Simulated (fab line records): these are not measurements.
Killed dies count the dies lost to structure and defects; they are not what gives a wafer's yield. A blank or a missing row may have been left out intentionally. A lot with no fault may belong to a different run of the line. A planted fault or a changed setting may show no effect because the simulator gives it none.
Struck lot and sound lot, side by side	flow nandHarc	14 steps out of a route of 1302
Sound: the wafers L548.1, L548.2, L548.4. Wafers struck: L564.1, L564.4, L564.6. The cause is given at the end.
At each step with rows: each side's tool, then ch and its chambers, then its first start. Under that, the readings that differ: sound wafers	struck wafers	difference of the means	sigmas: that difference in standard deviations of wafers without a fault.
alike: words and numbers the same on both sides, and readings whose means are apart by under 2 such deviations; not compared: readings that were withheld, readings missing a value for some wafer, numbers with overlapping values and no deviation given by the record, and bounds like >300 which may hide the same value.
A row with sigmas, a row that says differs or no value, or rows on one side alone: a step with any of these is where the two part. When numbers do not overlap yet have no deviation, they are printed without sigmas and do not part them. A reading missing from all wafers of one side parts the sides only when that side holds two or more wafers.

NHARC_A_CHANNEL_FILL_D2_ETCHBACK_20: etches the open film in C4F8/O2/Ar, target depth 27 nm, time 13.5 s.
  sound on rieDiel-07 ch 0,1,3, day 17 14:31; struck on rieDiel-13 ch 2,3, day 24 06:52
reading	sound	struck	difference	sigmas
oesProductAu (a.u.)	1.003 1.004 1.007	0.956 0.964 0.955	-0.046	-2
  alike: rfVppV
  not compared: rfHoursCounterH
NHARC_A_CHANNEL_FILL_D2_STRIP_28: strips in O2, time 20 s.
  sound on rieDiel-07 ch 0,1,2, day 17 14:37; struck on rieDiel-13 ch 0,1,2, day 24 06:58
  alike: drypumpMotorCurrentA, mfcArSccm, oesProductAu, rfVppV, showerheadPlenumPTorr, throttleValvePct
  not compared: rfHoursCounterH
then, 4 steps without rows for these wafers: NHARC_A_CHANNEL_FILL_D2_PRECLEAN_21 (cleans in dHF, time 30 s); NHARC_A_CHANNEL_FILL_D2_SRD_23; NHARC_A_CHANNEL_FILL_D2_CVD_05 (deposits poly-Si, target thk 5 nm); NHARC_A_CHANNEL_FILL_D2_ANNEAL_22 (time 7200 s).
NHARC_A_CHANNEL_FILL_D2_ALD_25: deposits SiOx, target thk 60 nm, pulse time 10 s, ald cycles 600.
  sound on aldHk-03 ch 0,1,3, day 18 02:20; struck on aldHk-01 ch 2,3, day 24 18:45
  alike: heaterPowerW, precursorPulseHeightRel
NHARC_A_CHANNEL_FILL_D2_ETCHBACK_08: etches the open film in C4F8, target depth 220 nm, time 110 s.
  sound on rieDiel-07 ch 1,2,3; struck on rieDiel-07 ch 1,2
  alike: oesProductAu, rfVppV
  not compared: rfHoursCounterH
NHARC_A_CHANNEL_FILL_D2_STRIP_29: strips in O2, time 20 s.
  sound on rieDiel-07 ch 0,2,3; struck on rieDiel-07 ch 1,3
  alike: drypumpMotorCurrentA, mfcArSccm, oesProductAu, rfVppV, showerheadPlenumPTorr, throttleValvePct
  not compared: rfHoursCounterH
then, 2 steps without rows for these wafers: NHARC_A_CHANNEL_FILL_D2_PRECLEAN_30 (cleans in dHF, time 30 s); NHARC_A_CHANNEL_FILL_D2_SRD_31.
NHARC_A_CHANNEL_FILL_D2_CVD_09: deposits poly-Si, target thk 150 nm, time 3000 s.
  sound on lpcvdPoly-02 ch 0, day 18 11:09; struck on lpcvdPoly-03 ch 0, day 25 02:13
reading	sound	struck	difference	sigmas
spikeTcBottomC (C)	641.5 641.1 641.1	588.3 588.0 585.8	-53.9	-45
spikeTcCentreC (C)	618.5 618.4 619.6	567.0 569.8 568.6	-50.4	-46
spikeTcLowerC (C)	620.0 620.7 621.9	565.6 565.1 565.4	-55.5	-37
spikeTcTopC (C)	639.9 640.1 642.3	584.3 585.9 584.6	-55.8	-21
spikeTcUpperC (C)	618.3 620.4 620.7	566.6 564.4 564.9	-54.5	-34
tubeCenterTempC (C)	620.09 619.94 620.02	567.21 567.39 567.29	-52.72	-99 or more
zonePowerCentrePct (%)	9.8 9.7 9.8	7.5 7.5 7.6	-2.2	-5
zonePowerTopPct (%)	21.2 20.8 20.9	17.0 16.9 17.0	-4.0	-5
zonePowerUpperPct (%)	9.05 9.11 9.16	7.64 7.74 7.74	-1.40	-6
NHARC_A_CHANNEL_FILL_D2_CMP_10: polishes, target thk 150 nm.
  sound on cmp-03 ch 0,1,2, day 18 14:22; struck on cmp-02 ch 0,2,3, day 25 05:22
reading	sound	struck	difference	sigmas
timeToEndpointS (s)	19.2 21.5 18.9	3.6 6.3 6.6	-14.4	-7
  alike: motorCurrentA, slurryFilterDpKPa
-- record jumps: 9 days between struck wafers' starts before vs after; left off in module A_CHANNEL_FILL_D2, resumes in module END, first step shown is number 1302 of the route --
NHARC_END_SORT_01:
  sound on prober-02 ch 0, day 27 13:44; struck on prober-02 ch 0, day 34 02:49
  alike: killedAtArray, killedAtOther, killedAtPeriphery, killedDies, killedOpen, killedShort

## WHERE THEY PART
Earliest at NHARC_A_CHANNEL_FILL_D2_ETCHBACK_20; latest, in this record, at NHARC_A_CHANNEL_FILL_D2_CMP_10. Later steps at which nothing parts them and some readings are alike: NHARC_END_SORT_01.

WHY: whatever the simulator had introduced
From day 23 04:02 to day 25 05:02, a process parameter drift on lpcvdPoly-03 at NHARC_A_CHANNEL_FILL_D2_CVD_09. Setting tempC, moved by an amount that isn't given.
